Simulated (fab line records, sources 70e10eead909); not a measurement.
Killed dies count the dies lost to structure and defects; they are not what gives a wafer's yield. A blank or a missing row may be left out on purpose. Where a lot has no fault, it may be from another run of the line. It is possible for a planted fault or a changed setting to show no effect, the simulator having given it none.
Chamber matching | flow nandHarc | NHARC_A_SGD_CUT_ETCHBACK_24 on rieDiel-09: 4 sister chambers
The step etches the open film in CH3F/O2, target depth 50 nm, time 92.857 s. 16 wafers are shown with their chamber, then 8 later ones without.

EACH WAFER AND ITS CHAMBER
wafer  | chamber | showerheadPlenumPTorr (Torr) | rfVppV (V) | oesProductAu (a.u.)
L075.2 | 2       | 2.59                         | 246.6      | 1.00
L075.5 | 2       | 2.59                         | 247.5      | 1.00
L075.6 | 3       | 2.45                         | 242.8      | 0.99
L076.1 | 2       | 2.58                         | 244.8      | 0.97
L076.2 | 3       | 2.45                         | 244.7      | 0.95
L076.5 | 1       | 2.48                         | 243.8      | 1.00
L080.1 | 3       | 2.45                         | 244.2      | 1.00
L080.3 | 2       | 2.58                         | 246.6      | 1.00
L080.5 | 2       | 2.58                         | 245.3      | 1.00
L089.1 | 1       | 2.48                         | 244.6      | 1.01
L089.3 | 0       | 2.56                         | 247.2      | 1.01
L089.6 | 1       | 2.48                         | 246.5      | 1.01
L090.1 | 2       | 2.58                         | 247.0      | 0.92
L090.3 | 0       | 2.56                         | 244.9      | 1.01
L090.5 | 0       | 2.56                         | 246.4      | 1.01
L091.3 | 1       | 2.48                         | 244.8      | 0.93

SIGNATURES, as means of the wafers listed above
reading               | chamber 0 | chamber 1 | chamber 2 | chamber 3 | scatter within a chamber
showerheadPlenumPTorr | 2.5600    | 2.4800    | 2.5833    | 2.4500    | 0.00333
rfVppV                | 246.167   | 244.925   | 246.300   | 243.900   | 1.08
oesProductAu          | 1.0100    | 0.9875    | 0.9817    | 0.9800    | 0.0305
Rule: a wafer's distance from a chamber is the root of the sum, over the readings, of the square of ((its reading less the chamber's mean) divided by the reading's scatter). The wafer belongs to the nearest chamber; if the next one is less than 2 further off, it can't be placed. How the scatter is found: for the shown wafers, subtract from each reading the mean of its chamber, square and add these, divide the total by (wafers less chambers), then take the root.

WAFERS MISSING THEIR CHAMBER
wafer  | showerheadPlenumPTorr (Torr) | rfVppV (V) | oesProductAu (a.u.)
L091.4 | 2.58                         | 245.3      | 0.93
L091.6 | 2.48                         | 245.5      | 0.94
L092.1 | 2.45                         | 244.0      | 0.93
L092.2 | 2.58                         | 247.0      | 0.92
L092.3 | 2.48                         | 242.3      | 0.94
L096.1 | 2.58                         | 247.0      | 0.94
L096.2 | 2.48                         | 243.7      | 0.94
L096.6 | 2.45                         | 243.7      | 0.92

WHICH CHAMBER EACH ONE RAN IN
wafer  | from the rows above | in truth
L091.4 | 2                   | 2
L091.6 | 1                   | 1
L092.1 | 3                   | 3
L092.2 | 2                   | 2
L092.3 | 1                   | 1
L096.1 | 2                   | 2
L096.2 | 1                   | 1
L096.6 | 3                   | 3
8 of 8 placed correctly. Number that these rows cannot place: 0. Number placed wrongly: 0.
